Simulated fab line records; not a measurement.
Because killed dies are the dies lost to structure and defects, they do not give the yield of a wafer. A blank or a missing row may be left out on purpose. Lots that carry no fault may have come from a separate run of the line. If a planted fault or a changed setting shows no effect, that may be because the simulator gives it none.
Struck lot and sound lot, side by side | flow nand harc | 14 out of 1159 route steps
Sound: these wafers, L180.1, L180.2, L180.3. Wafers struck: L187.2, L187.4, L187.5. The cause comes at the end.
Each step with rows lists, per side, the tool, then ch with its chambers, then its first start. Under that, the readings that differ: sound wafers | struck wafers | difference of the means | sigmas: that difference in standard deviations of wafers without a fault.
alike: words and numbers the same on both sides, and readings whose means are apart by under 2 such deviations; not compared: readings that were withheld, readings missing a value for some wafer, numbers with overlapping values and no deviation given by the record, and bounds like >300 which may hide the same value.
A row with sigmas, a row that says differs or no value, or rows on one side alone: a step with any of these is where the two part. When numbers do not overlap yet have no deviation, they are printed without sigmas and do not part them. A reading that every wafer of one side lacks parts them only if that side has two wafers or more.

NHARC_P_CONTACT_ETCH_36: etches the open film in N2/H2, target depth 260 nm, time 406.25 s.
  sound on rie diel-13 ch 0,2,3; struck on rie diel-05 ch 1,2
  alike: drypump motor current A, mfc ar sccm, oes product au, rf vpp V, showerhead plenum p Torr, throttle valve pct
  not compared: rf hours counter h
NHARC_P_CONTACT_ETCH_18: etches the open film in C4F8/O2/Ar, target depth 481 nm, time 240.5 s.
  sound on rie diel-13 ch 0,2,3; struck on rie diel-05 ch 2,3
  alike: oes product au, rf vpp V
  not compared: rf hours counter h
then, 2 steps without rows for these wafers: NHARC_P_CONTACT_STRIP_37 (strips in C4F8/O2/Ar); NHARC_P_CONTACT_ETCH_31 (etches the open film in CH3F/O2, target depth 30 nm, time 85.7 s).
NHARC_P_CONTACT_CD_MEAS_19:
  struck on cd sem-01, day 9 12:25; sound on cd sem-02, day 7 05:49
  alike: cd nm
then, 2 steps without rows for these wafers: NHARC_P_CONTACT_STRIP_28 (strips in O2); NHARC_P_CONTACT_STRIP_29 (strips in post etch residue remover, time 1200 s).
NHARC_P_CONTACT_DEGAS_38: time 60 s.
  struck on pvd sputter-02, day 9 13:08; sound on pvd sputter-01, day 7 06:34
  alike: heater power w
then, 2 steps without rows for these wafers: NHARC_P_CONTACT_PRE_CLEAN_39 (time 19.5 s); NHARC_P_CONTACT_PVD_32 (deposits Ti, target thk 5 nm, time 17.7 s).
NHARC_P_CONTACT_ALD_22: deposits TiN, target thk 3 nm, pulse time 1 s, ald cycles 150.
  sound on ald metal-01 ch 0,1,3, day 7 06:49; struck on ald metal-01 ch 1,3, day 9 13:23
  alike: heater power w, precursor pulse height rel
NHARC_P_CONTACT_CVD_23: deposits W, target thk 200 nm, time 557 s.
  sound on cvd w-02 ch 0,1; struck on cvd w-01 ch 0,1
  alike: heater power w, mfc ar sccm, throttle valve pct
NHARC_P_CONTACT_CMP_24: polishes, t overpolish 30 s, target thk 200 nm.
  sound on cmp-03 ch 0,2,3, day 7 07:41; struck on cmp-03 ch 2,3, day 9 20:25
  reading                | sound                | struck              | difference | sigmas
  overpolish run s (s)   | 30.002 29.992 30.006 | 12.121 9.519 11.628 | -18.911    | -99 or more
  time to endpoint s (s) | 36.9 37.4 36.3       | 78.0 80.7 78.8      | +42.3      | +16
  alike: edge zone pressure frac, motor current A
  not compared: pad life wafers
-- the record jumps here: 13 days lie between the struck wafers' starts before and after (it left off in module P_CONTACT and takes up again in module END, whose first step shown is number 1159 of the route) --
NHARC_END_SORT_01:
  at this point the record logs the struck wafers (prober-01 ch 0, day 22 23:54) and has no rows for the sound ones

== WHERE THEY PART ==
At NHARC_P_CONTACT_CMP_24 first; at NHARC_END_SORT_01 last (within this record only).

WHY: the cause the simulator had injected
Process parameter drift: cmp-03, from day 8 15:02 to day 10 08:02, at NHARC_P_CONTACT_CMP_24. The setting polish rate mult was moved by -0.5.
